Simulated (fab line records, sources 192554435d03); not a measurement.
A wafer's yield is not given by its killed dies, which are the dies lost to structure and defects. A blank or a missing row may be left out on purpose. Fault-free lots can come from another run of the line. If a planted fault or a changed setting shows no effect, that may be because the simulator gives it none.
fab line records -- flow n5Finfet
[record] lots = 7, wafers = 21
route steps=1938 shown BEOL_M3@1013 BEOL_M4@1021 BEOL_M5@1112 BEOL_M7@1273
startH: the number of hours between the record's first day and the start of the first shown wafer of the lot -- waitH: hours from the lot's prior step to this one -- " identical to the entry in the row above -- L1.1+2: a single row standing in for several wafers -- - no value, or no start was given -- * or withheld: withheld -- < > ~ a bound
route shown NAME@n: NAME is a module with steps in the file, n the number in the route of the first one -- usual: average and standard deviation across the fault-free wafers -- same: alike in all rows -- chamber/n: place in a boat -- sites: the reading at each site -- _std_site: their standard deviation -- _edge_site: mean of outer sites minus mean of inner sites -- radiusMm: how far each site lies from the wafer's centre -- mask NAME#n: copy n -- behind: the tool/chamber that last shaped the wafer -- hold: why the lot was held/for how many hours/how that ended -- device: whichever transistor did not switch (one of n, p or np) -- end of line: tests run on the same wafers once the route is complete -- a step with no rows: only its recipe -- killed: not the wafer's yield, but the dies lost to structure and defects at the first sort -- map: a wafer's dies, x killed, . not, _ none there
set.NAME: setting as actually run; set.NAME@STEP: the setting as run at that earlier step -- model.NAME: the simulator's own value behind a step, which no gauge read
lots run with intentionally changed settings; tables by step, rows by wafer
[[steps]]
[step N5_BEOL_M3_CMP_52]
[recipe] stopOn = SiOC, tOverpolishS = 6.8, downForcePsi = 1, platenRpm = 50, clearingPlatenDownForcePsi = 1.5, clearingPlatenRpm = 50, postCmpClean = cuAlkaline, targetThkNm = 40, clearingPlatenPadVelocityMS = 0.99484, padVelocityMS = 0.99484
[usual] barrierFieldEndpointS = 24.5/0.67
lot.wafer,tool,chamber,startH,waitH,set.downForcePsi,barrierFieldEndpointS
L081.2,cmp-02,2,220.54,0.3,1,23.7
L081.6,cmp-02,3,220.54,0.3,1,24.1
L081.5,cmp-02,0,220.54,0.3,1,23.7
L085.2,cmp-02,3,228.17,0.2,1,24.5
L085.1,cmp-02,1,228.17,0.2,1,25.4
L085.6,cmp-02,3,228.17,0.2,1.204,20.7
L083.4,cmp-04,1,231.13,0.1,1,24.7
L083.2,cmp-04,2,231.13,0.1,1,24.5
L083.5,cmp-04,1,231.13,0.1,1,25.0
L086.3,cmp-02,3,247.94,0.2,1,24.3
L086.6,cmp-02,2,247.94,0.2,1,24.3
L086.5,cmp-02,3,247.94,0.2,1,24.4
L089.3,cmp-03,0,253.14,0.2,1,23.6
L089.5,cmp-03,0,253.14,0.2,1,24.2
L089.6,cmp-03,1,253.14,0.2,1,24.0
L090.4,cmp-04,1,265.97,0.2,1,24.3
L090.2,cmp-04,2,265.97,0.2,0.8147,30.7
L090.6,cmp-04,1,265.97,0.2,0.8147,28.9
L096.2,cmp-03,0,310.32,0.2,1,25.2
L096.3,cmp-03,3,310.32,0.2,1,24.6
L096.5,cmp-03,1,310.32,0.2,1,24.8
[step N5_BEOL_M4_ILD_DEP_00]
[recipe] material = SiOC, targetThkA = 790, tempC = 350, precursor = DEMS/O2, pressureTorr = 5, rfW = 500, timeS = 15.3
lot.wafer,tool,chamber,startH,waitH,set.timeS,model.SiOC_of_BEOL_M4_ILD_DEP_00.thkNm
L081.2+5,pecvd-03,"1,0",221.04,0.0,13.32,70
L081.6,pecvd-03,1,221.04,0.0,13.32,71
L085.1,pecvd-03,2,228.78,0.0,15.3,78.6
L085.2,pecvd-03,1,228.78,0.0,13.41,69.6
L085.6,pecvd-03,0,228.78,0.0,15.3,79.4
L083.2,pecvd-03,1,231.78,0.0,15.3,79
L083.4,pecvd-03,0,231.78,0.0,13.8,70.4
L083.5,pecvd-03,1,231.78,0.0,15.3,81.2
L086.3,pecvd-04,2,248.51,0.0,16.99,87
L086.5,pecvd-04,0,248.51,0.0,15.3,80.4
L086.6,pecvd-04,2,248.51,0.0,16.99,87.6
L089.3,pecvd-04,0,253.75,0.0,13.68,71.6
L089.5,pecvd-04,2,253.75,0.0,13.68,71.8
L089.6,pecvd-04,1,253.75,0.0,15.3,78.8
L090.2,pecvd-02,0,266.55,0.0,15.3,78.4
L090.4+6,pecvd-02,"2,0",266.55,0.0,15.3,79.2
L096.2,pecvd-02,0,310.94,0.0,15.3,79.8
L096.3,pecvd-02,2,310.94,0.0,15.3,79
L096.5,pecvd-02,2,310.94,0.0,15.3,80
[step N5_BEOL_M4_THK_MEAS_01]
[recipe] reads = SiOC_of_BEOL_M4_ILD_DEP_00
[usual] M4_ILD_THK = 78.9/1.1
lot.wafer,tool,chamber,startH,waitH,set.timeS@BEOL_M4_ILD_DEP_00,M4_ILD_THK[nm]
L081.2,filmMetro-01,-,221.11,0.1,13.32,70.0
L081.5,filmMetro-01,-,221.11,0.1,13.32,69.9
L081.6,filmMetro-01,-,221.11,0.1,13.32,71.0
L085.1,filmMetro-02,-,228.85,0.0,15.3,78.5
L085.2,filmMetro-02,-,228.85,0.0,13.41,69.5
L085.6,filmMetro-02,-,228.85,0.0,15.3,79.3
L083.2,filmMetro-02,-,231.85,0.1,15.3,78.9
L083.4,filmMetro-02,-,231.85,0.1,13.8,70.4
L083.5,filmMetro-02,-,231.85,0.1,15.3,81.3
L086.3,filmMetro-01,-,248.58,0.1,16.99,86.8
L086.5,filmMetro-01,-,248.58,0.1,15.3,80.5
L086.6,filmMetro-01,-,248.58,0.1,16.99,87.7
L089.3,filmMetro-01,-,253.82,0.1,13.68,71.6
L089.5,filmMetro-01,-,253.82,0.1,13.68,71.9
L089.6,filmMetro-01,-,253.82,0.1,15.3,78.9
L090.2,filmMetro-01,-,266.62,0.1,15.3,78.4
L090.4,filmMetro-01,-,266.62,0.1,15.3,79.3
L090.6,filmMetro-01,-,266.62,0.1,15.3,79.2
L096.2,filmMetro-02,-,311.00,0.1,15.3,79.9
L096.3,filmMetro-02,-,311.00,0.1,15.3,79.1
L096.5,filmMetro-02,-,311.00,0.1,15.3,79.9
[step N5_BEOL_M5_ILD_DEP_00]
[recipe] material = SiCOH_lowk, targetThkA = 1406.4, tempC = 300, precursor = DEMS/porogen, pressureTorr = 5, rfW = 500, timeS = 25.9
lot.wafer,tool,chamber,startH,waitH,set.timeS,model.SiCOH_lowk_of_BEOL_M5_ILD_DEP_00.thkNm
L081.2,pecvd-04,1,243.98,0.7,25.9,138.6
L081.5,pecvd-04,1,243.98,0.7,25.9,139.2
L081.6,pecvd-04,0,243.98,0.7,25.9,141.4
L085.1,pecvd-01,1,252.87,0.8,29.27,158
L085.2,pecvd-01,0,252.87,0.8,29.27,155
L085.6,pecvd-01,1,252.87,0.8,25.9,140
L083.2,pecvd-04,1,258.19,0.7,22.44,122.6
L083.4,pecvd-04,0,258.19,0.7,25.9,141.4
L083.5,pecvd-04,0,258.19,0.7,25.9,142.2
L086.3,pecvd-03,1,275.84,0.5,25.9,140.8
L086.5,pecvd-03,1,275.84,0.5,25.9,143
L086.6,pecvd-03,2,275.84,0.5,23.63,131.8
L089.3,pecvd-03,1,277.87,0.5,25.9,139.6
L089.5,pecvd-03,2,277.87,0.5,24.68,138
L089.6,pecvd-03,1,277.87,0.5,25.9,142.8
L090.2,pecvd-03,1,293.53,0.7,24.23,131.2
L090.4,pecvd-03,1,293.53,0.7,24.23,131.4
L090.6,pecvd-03,0,293.53,0.7,25.9,141.6
L096.2,pecvd-01,0,326.01,0.7,25.9,140.6
L096.3,pecvd-01,1,326.01,0.7,25.9,141.4
L096.5,pecvd-01,2,326.01,0.7,25.9,141.6
[step N5_BEOL_M5_CURE_79]
[recipe] tempC = 385, timeS = 240, ambient = He/Ar, material = SiCOH_lowk
lot.wafer,tool,chamber,startH,waitH,set.timeS@BEOL_M5_ILD_DEP_00,model.SiCOH_lowk_of_BEOL_M5_ILD_DEP_00.thkNm
L081.2,uvCure-02,1,244.12,0.1,25.9,119.2
L081.5,uvCure-02,1,244.12,0.1,25.9,119.8
L081.6,uvCure-02,1,244.12,0.1,25.9,121.8
L085.1,uvCure-01,2,252.93,0.0,29.27,136.2
L085.2,uvCure-01,2,252.93,0.0,29.27,133.4
L085.6,uvCure-01,2,252.93,0.0,25.9,120.4
L083.2,uvCure-02,1,258.35,0.1,22.44,105.2
L083.4,uvCure-02,1,258.35,0.1,25.9,121.6
L083.5,uvCure-02,1,258.35,0.1,25.9,122.4
L086.3,uvCure-03,2,276.06,0.2,25.9,121
L086.5,uvCure-03,2,276.06,0.2,25.9,123
L086.6,uvCure-03,2,276.06,0.2,23.63,113.4
L089.3,uvCure-01,2,278.31,0.4,25.9,120
L089.5,uvCure-01,2,278.31,0.4,24.68,118.8
L089.6,uvCure-01,2,278.31,0.4,25.9,123
L090.2,uvCure-03,0,293.75,0.2,24.23,112.8
L090.4,uvCure-03,0,293.75,0.2,24.23,113
L090.6,uvCure-03,0,293.75,0.2,25.9,122
L096.2,uvCure-02,2,326.15,0.1,25.9,121
L096.3+5,uvCure-02,2,326.15,0.1,25.9,121.8
[step N5_BEOL_M5_THK_MEAS_01]
[recipe] reads = SiCOH_lowk_of_BEOL_M5_ILD_DEP_00
[usual] M5_ILD_THK = 121.2/1.6
lot.wafer,tool,chamber,startH,waitH,set.timeS@BEOL_M5_ILD_DEP_00,M5_ILD_THK[nm]
L081.2,filmMetro-01,-,244.56,0.4,25.9,119.3
L081.5,filmMetro-01,-,244.56,0.4,25.9,119.6
L081.6,filmMetro-01,-,244.56,0.4,25.9,121.6
L085.1,filmMetro-02,-,253.44,0.4,29.27,136.0
L085.2,filmMetro-02,-,253.44,0.4,29.27,133.6
L085.6,filmMetro-02,-,253.44,0.4,25.9,120.5
L083.2,filmMetro-01,-,258.79,0.4,22.44,105.2
L083.4,filmMetro-01,-,258.79,0.4,25.9,121.6
L083.5,filmMetro-01,-,258.79,0.4,25.9,122.4
L086.3,filmMetro-01,-,276.42,0.3,25.9,121.1
L086.5,filmMetro-01,-,276.42,0.3,25.9,123.0
L086.6,filmMetro-01,-,276.42,0.3,23.63,113.4
L089.3,filmMetro-01,-,278.99,0.5,25.9,120.1
L089.5,filmMetro-01,-,278.99,0.5,24.68,118.8
L089.6,filmMetro-01,-,278.99,0.5,25.9,122.8
L090.2,filmMetro-02,-,294.58,0.7,24.23,112.8
L090.4,filmMetro-02,-,294.58,0.7,24.23,113.0
L090.6,filmMetro-02,-,294.58,0.7,25.9,122.0
L096.2,filmMetro-01,-,326.58,0.4,25.9,121.0
L096.3,filmMetro-01,-,326.58,0.4,25.9,121.7
L096.5,filmMetro-01,-,326.58,0.4,25.9,121.8
[step N5_BEOL_M5_COAT_71]
[recipe] resist = underlayer, tempC = 205, timeS = 60, spinRpm = 1500, resistThkNm = 5
lot.wafer,tool,chamber,startH,waitH,set.spinRpm
L081.2+5+6,lithoTrack-04,0,-,-,1500
L085.1,lithoTrack-01,0,-,-,1353
L085.2+6,lithoTrack-01,0,-,-,1500
L083.2+5,lithoTrack-05,0,-,-,1500
L083.4,lithoTrack-05,0,-,-,1344
L086.3+6,lithoTrack-01,0,-,-,1617
L086.5,lithoTrack-01,0,-,-,1500
L089.3,lithoTrack-01,0,-,-,1452
L089.5+6,lithoTrack-01,0,-,-,1500
L090.2,lithoTrack-05,0,-,-,1500
L090.4+6,lithoTrack-05,0,-,-,1368
L096.2+3+5,lithoTrack-04,0,-,-,1500
[step N5_BEOL_M5_COAT_05]
[recipe] resist = CAR-EUV, spinRpm = 1500, resistThkNm = 30
[step N5_BEOL_M5_EBR_07]
[recipe] solvent = PGMEA, ebrWidthMm = 1.5
[step N5_BEOL_M5_DESCUM_16]
[recipe] chemistry = O2, timeS = 7, sourcePowerW = 50, biasPowerW = 20, pressureMtorr = 20, rfFrequencyHz = 2.712e+07, tempC = 40, resist = CAR-EUV, o2FlowSccm = 225
[step N5_BEOL_M5_ETCH_72]
[recipe] chemistry = N2/H2, target = underlayer, targetDepthA = 65, maskMaterial = CAR-EUV, timeS = 5.2, ionEnergyEv = 200, pressureMtorr = 30, sourceW = 840, biasW = 150, n2FlowSccm = 200, h2FlowSccm = 200, ends = cleared
lot.wafer,tool,chamber,startH,waitH,set.spinRpm@BEOL_M5_COAT_71,model.etch.depthNm
L081.2,rieDiel-06,0,245.60,0.0,1500,5.004
L081.5,rieDiel-06,1,245.60,0.0,1500,4.996
L081.6,rieDiel-06,2,245.60,0.0,1500,5.006
L085.1,rieDiel-02,3,254.73,0.0,1353,5.267
L085.2,rieDiel-02,1,254.73,0.0,1500,5.019
L085.6,rieDiel-02,0,254.73,0.0,1500,5.01
L083.2,rieDiel-04,3,259.43,0.0,1500,5.009
L083.4,rieDiel-04,0,259.43,0.0,1344,5.289
L083.5,rieDiel-04,0,259.43,0.0,1500,4.997
L086.3,rieDiel-06,2,277.18,0.0,1617,4.83
L086.5,rieDiel-06,1,277.18,0.0,1500,5.006
L086.6,rieDiel-06,2,277.18,0.0,1617,4.828
L089.3,rieDiel-04,1,279.86,0.0,1452,5.076
L089.5,rieDiel-04,2,279.86,0.0,1500,4.973
L089.6,rieDiel-04,1,279.86,0.0,1500,5.013
L090.2,rieDiel-04,0,295.77,0.0,1500,5.008
L090.4,rieDiel-04,1,295.77,0.0,1368,5.234
L090.6,rieDiel-04,1,295.77,0.0,1368,5.257
L096.2,rieDiel-06,3,327.28,0.0,1500,5.012
L096.3,rieDiel-06,0,327.28,0.0,1500,5.03
L096.5,rieDiel-06,1,327.28,0.0,1500,5.024
[step N5_BEOL_M7_EXPOSE_08]
[recipe] maskId = M7, na = 1.35, sourceShape = dipole, sigmaInner = 0.817, sigmaOuter = 0.97, polarization = te, doseMj = 68.25
lot.wafer,tool,chamber,startH,waitH,mask,set.doseMj
L081.2+5,arfiScanner-01,0,266.22,-,M7#0,72.93
L081.6,arfiScanner-01,0,266.22,-,M7#0,68.25
L085.1+2+6,arfiScanner-03,0,278.51,-,M7#0,68.25
L083.2+4,arfiScanner-02,0,282.00,-,M7#0,68.25
L083.5,arfiScanner-02,0,282.00,-,M7#0,71
L089.3+6,arfiScanner-02,0,300.33,-,M7#0,68.25
L089.5,arfiScanner-02,0,300.33,-,M7#0,63.25
L086.3+5+6,arfiScanner-01,0,300.50,-,M7#0,68.25
L090.2+4+6,arfiScanner-03,0,321.60,-,M7#0,72.12
L096.2+3+5,arfiScanner-03,0,348.14,-,M7#0,68.25
[step N5_BEOL_M7_PEB_09]
[recipe] pebTempC = withheld, pebTimeS = 60, resist = CAR-ArF
[step N5_BEOL_M7_DEVELOP_10]
[recipe] developTimeS = 30, developer = TMAH, resist = CAR-ArF, rinseLiquid = diw, dry = airSpin, devTempC = 23
[step N5_BEOL_M7_CD_MEAS_11]
[recipe] targetCdNm = 38.5, landingEnergyEv = 500, detector = seInlens, polarity = opening
[usual] cdNm = 38.6/0.44
lot.wafer,tool,chamber,startH,waitH,set.doseMj@BEOL_M7_EXPOSE_08,cdNm
L081.2,cdSem-01,0,266.34,-,72.93,41.4
L081.5,cdSem-01,0,266.34,-,72.93,41.6
L081.6,cdSem-01,0,266.34,-,68.25,38.2
L085.1,cdSem-03,0,278.64,-,68.25,38.2
L085.2,cdSem-03,0,278.64,-,68.25,39.3
L085.6,cdSem-03,0,278.64,-,68.25,38.0
L083.2,cdSem-01,0,282.12,-,68.25,38.7
L083.4,cdSem-01,0,282.12,-,68.25,38.6
L083.5,cdSem-01,0,282.12,-,71,40.6
L089.3,cdSem-03,0,300.45,-,68.25,38.3
L089.5,cdSem-03,0,300.45,-,63.25,35.2
L089.6,cdSem-03,0,300.45,-,68.25,38.7
L086.3,cdSem-02,0,300.62,-,68.25,38.4
L086.5,cdSem-02,0,300.62,-,68.25,39.3
L086.6,cdSem-02,0,300.62,-,68.25,38.8
L090.2,cdSem-03,0,321.73,-,72.12,41.7
L090.4,cdSem-03,0,321.73,-,72.12,41.3
L090.6,cdSem-03,0,321.73,-,72.12,40.8
L096.2,cdSem-03,0,348.26,-,68.25,39.1
L096.3,cdSem-03,0,348.26,-,68.25,38.4
L096.5,cdSem-03,0,348.26,-,68.25,37.8
[step N5_BEOL_M7_ETCH_61]
[recipe] chemistry = CF4, target = SiARC, targetDepthA = 455, maskMaterial = CAR-ArF, timeS = 75.8, ionEnergyEv = 80, pressureMtorr = 40, sourceW = 545, biasW = 36, Ar_flow_sccm = 100, cf4FlowSccm = 100, ends = cleared
[usual] rfVppV = 183.8/1.1
lot.wafer,tool,chamber,startH,waitH,set.sourceW,set.doseMj@BEOL_M7_EXPOSE_08,rfVppV,model.BEOL_M7.cdOffsetNm
L081.2,rieDiel-02,1,266.83,0.0,545,72.93,185.9,3.4
L081.5,rieDiel-02,0,266.83,0.0,545,72.93,185.1,2.8
L081.6,rieDiel-02,3,266.83,0.0,545,68.25,183.6,-0.4
L085.1,rieDiel-02,3,278.76,0.0,474.8,68.25,192.5,-0.6
L085.2,rieDiel-02,0,278.76,0.0,474.8,68.25,192.6,0.6
L085.6,rieDiel-02,2,278.76,0.0,545,68.25,183.8,-0.2
L083.2,rieDiel-06,2,282.35,0.0,545,68.25,182.4,-0.2
L083.4,rieDiel-06,1,282.35,0.0,545,68.25,186.2,0
L083.5,rieDiel-06,2,282.35,0.0,614.7,71,176.6,2
L089.3,rieDiel-02,2,300.57,0.0,545,68.25,182.1,-0.2
L089.5,rieDiel-02,2,300.57,0.0,463.8,63.25,193.3,-3.4
L089.6,rieDiel-02,3,300.57,0.0,463.8,68.25,193.2,0.2
L086.3,rieDiel-04,0,300.74,0.0,507.7,68.25,188.3,0
L086.5,rieDiel-04,1,300.74,0.0,545,68.25,185.1,0.4
L086.6,rieDiel-04,2,300.74,0.0,545,68.25,182.7,0.2
L090.2,rieDiel-04,2,322.29,0.0,478.9,72.12,191.0,3.2
L090.4,rieDiel-04,1,322.29,0.0,478.9,72.12,192.8,2.4
L090.6,rieDiel-04,0,322.29,0.0,545,72.12,182.4,2.2
L096.2,rieDiel-04,0,348.46,0.0,545,68.25,182.8,0.8
L096.3,rieDiel-04,2,348.46,0.0,545,68.25,180.7,-0.4
L096.5,rieDiel-04,2,348.46,0.0,545,68.25,183.2,-0.8
[step N5_BEOL_M7_ETCH_62]
[recipe] chemistry = N2/H2, target = SOC, targetDepthA = 1100, overetchA = 220, maskMaterial = SiARC, tempC = 40, timeS = 165, ionEnergyEv = 200, pressureMtorr = 30, sourceW = 840, biasW = 150, n2FlowSccm = 200, h2FlowSccm = 200
[step N5_BEOL_M7_STRIP_68]
[recipe] chemistry = N2/H2, tempC = 40, n2FlowSccm = 200, h2FlowSccm = 200, rfFrequencyHz = 6e+07
[step N5_BEOL_M7_STRIP_67]
[recipe] chemistry = CF4, resist = SiARC, powerW = 300, biasPowerW = 75, pressureMtorr = 50, cf4FlowSccm = 150, rfFrequencyHz = 6e+07
[step N5_BEOL_M7_HM_OPEN_17]
[recipe] chemistry = Cl2/BCl3, targetDepthA = 200, overetchA = 60, target = TiN, maskMaterial = SOC, ionEnergyEv = 150, pressureMtorr = 10, icpW = 1000, biasW = 126, Cl2_flow_sccm = 53.25, bcl3FlowSccm = 21.75, Ar_flow_sccm = 25
lot.wafer,tool,chamber,startH,waitH,set.doseMj@BEOL_M7_EXPOSE_08,model.BEOL_M7.cdOffsetNm
L081.2,rieMetal-03,0,267.07,0.0,72.93,3.2
L081.5,rieMetal-03,1,267.07,0.0,72.93,2.8
L081.6,rieMetal-03,0,267.07,0.0,68.25,-0.6
L085.1,rieMetal-01,0,279.00,0.0,68.25,-0.6
L085.2,rieMetal-01,1,279.00,0.0,68.25,0.6
L085.6,rieMetal-01,1,279.00,0.0,68.25,-0.2
L083.2+4,rieMetal-01,"1,0",282.59,0.0,68.25,-0.2
L083.5,rieMetal-01,0,282.59,0.0,71,1.8
L089.3,rieMetal-02,0,300.85,0.1,68.25,-0.4
L089.5,rieMetal-02,1,300.85,0.1,63.25,-3.2
L089.6,rieMetal-02,0,300.85,0.1,68.25,0.2
L086.3,rieMetal-01,1,301.01,0.1,68.25,0.6
L086.5,rieMetal-01,1,301.01,0.1,68.25,0.8
L086.6,rieMetal-01,0,301.01,0.1,68.25,0.2
L090.2,rieMetal-02,1,322.57,0.1,72.12,3
L090.4+6,rieMetal-02,1,322.57,0.1,72.12,2.4
L096.2,rieMetal-03,1,348.72,0.0,68.25,1.2
L096.3,rieMetal-03,1,348.72,0.0,68.25,-0.4
L096.5,rieMetal-03,1,348.72,0.0,68.25,-1
[step N5_BEOL_M7_STRIP_19]
[recipe] chemistry = O2, powerW = 400, tempC = 40, pressureMtorr = 30, rfFrequencyHz = 6e+07, biasPowerW = 0, overashFraction = 0.2, o2FlowSccm = 225
[step N5_BEOL_M7_CD_MEAS_18]
[recipe] pitchNm = 80, targetCdNm = 40
[usual] cdNm = 40.1/0.57
lot.wafer,tool,chamber,startH,waitH,set.doseMj@BEOL_M7_EXPOSE_08,cdNm
L081.2,cdSem-03,-,267.35,0.1,72.93,43.3
L081.5,cdSem-03,-,267.35,0.1,72.93,42.7
L081.6,cdSem-03,-,267.35,0.1,68.25,39.1
L085.1,cdSem-02,-,279.18,0.0,68.25,39.7
L085.2,cdSem-02,-,279.18,0.0,68.25,40.6
L085.6,cdSem-02,-,279.18,0.0,68.25,39.4
L083.2,cdSem-01,-,282.77,0.1,68.25,39.5
L083.4,cdSem-01,-,282.77,0.1,68.25,39.7
L083.5,cdSem-01,-,282.77,0.1,71,41.6
L089.3,cdSem-03,-,301.04,0.1,68.25,39.6
L089.5,cdSem-03,-,301.04,0.1,63.25,36.7
L089.6,cdSem-03,-,301.04,0.1,68.25,40.5
L086.3,cdSem-02,-,301.17,0.1,68.25,40.1
L086.5,cdSem-02,-,301.17,0.1,68.25,40.9
L086.6,cdSem-02,-,301.17,0.1,68.25,40.3
L090.2,cdSem-01,-,322.85,0.1,72.12,42.9
L090.4,cdSem-01,-,322.85,0.1,72.12,42.4
L090.6,cdSem-01,-,322.85,0.1,72.12,42.3
L096.2,cdSem-01,-,348.92,0.1,68.25,41.2
L096.3,cdSem-01,-,348.92,0.1,68.25,39.4
L096.5,cdSem-01,-,348.92,0.1,68.25,39.0
[step N5_BEOL_M7_COAT_71]
[recipe] resist = underlayer, tempC = 205, timeS = 60, spinRpm = 1500, resistThkNm = 5
lot.wafer,tool,chamber,startH,waitH,set.spinRpm
L081.2,lithoTrack-01,0,-,-,1436
L081.5+6,lithoTrack-01,0,-,-,1500
L085.1,lithoTrack-01,0,-,-,1500
L085.2+6,lithoTrack-01,0,-,-,1448
L083.2+4+5,lithoTrack-01,0,-,-,1500
L089.3+6,lithoTrack-01,0,-,-,1446
L089.5,lithoTrack-01,0,-,-,1500
L086.3,lithoTrack-02,0,-,-,1558
L086.5+6,lithoTrack-02,0,-,-,1500
L090.2+6,lithoTrack-01,0,-,-,1500
L090.4,lithoTrack-01,0,-,-,1417
L096.2+3+5,lithoTrack-02,0,-,-,1500
[[key]]
[split] step = N5_BEOL_M3_CMP_52, setting = downForcePsi, stated = 1, by = wafer
[response] step = N5_BEOL_M3_CMP_52, reading = barrierFieldEndpointS, change = -0.251, per = 1%, r = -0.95
[split] step = N5_BEOL_M4_ILD_DEP_00, setting = timeS, stated = 15.3, by = wafer
[response] step = N5_BEOL_M4_ILD_DEP_00, reading = model.SiOC_of_BEOL_M4_ILD_DEP_00.thkNm, change = +0.751, per = 1%, r = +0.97
[response] step = N5_BEOL_M4_THK_MEAS_01, reading = M4_ILD_THK, change = +0.748, per = 1%, r = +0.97
[split] step = N5_BEOL_M5_ILD_DEP_00, setting = timeS, stated = 25.9, by = wafer
[response] step = N5_BEOL_M5_ILD_DEP_00, reading = model.SiCOH_lowk_of_BEOL_M5_ILD_DEP_00.thkNm, change = +1.31, per = 1%, r = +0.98
[response] step = N5_BEOL_M5_CURE_79, reading = model.SiCOH_lowk_of_BEOL_M5_ILD_DEP_00.thkNm, change = +1.14, per = 1%, r = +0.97
[response] step = N5_BEOL_M5_THK_MEAS_01, reading = M5_ILD_THK, change = +1.14, per = 1%, r = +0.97
[split] step = N5_BEOL_M5_COAT_71, setting = spinRpm, stated = 1500, by = wafer
[response] step = N5_BEOL_M5_ETCH_72, reading = model.etch.depthNm, change = -0.0261, per = 1%, r = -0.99
[split] step = N5_BEOL_M7_EXPOSE_08, setting = doseMj, stated = 68.25, by = wafer
[response] step = N5_BEOL_M7_CD_MEAS_11, reading = cdNm, change = +0.464, per = 1%, r = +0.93
[response] step = N5_BEOL_M7_ETCH_61, reading = model.BEOL_M7.cdOffsetNm, change = +0.491, per = 1%, r = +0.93
[response] step = N5_BEOL_M7_HM_OPEN_17, reading = model.BEOL_M7.cdOffsetNm, change = +0.474, per = 1%, r = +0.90
[response] step = N5_BEOL_M7_CD_MEAS_18, reading = cdNm, change = +0.512, per = 1%, r = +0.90
[split] step = N5_BEOL_M7_ETCH_61, setting = sourceW, stated = 545, by = wafer
[response] step = N5_BEOL_M7_ETCH_61, reading = rfVppV, change = -0.702, per = 1%, r = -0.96
[split] step = N5_BEOL_M7_COAT_71, setting = spinRpm, stated = 1500, by = wafer
response none in this file
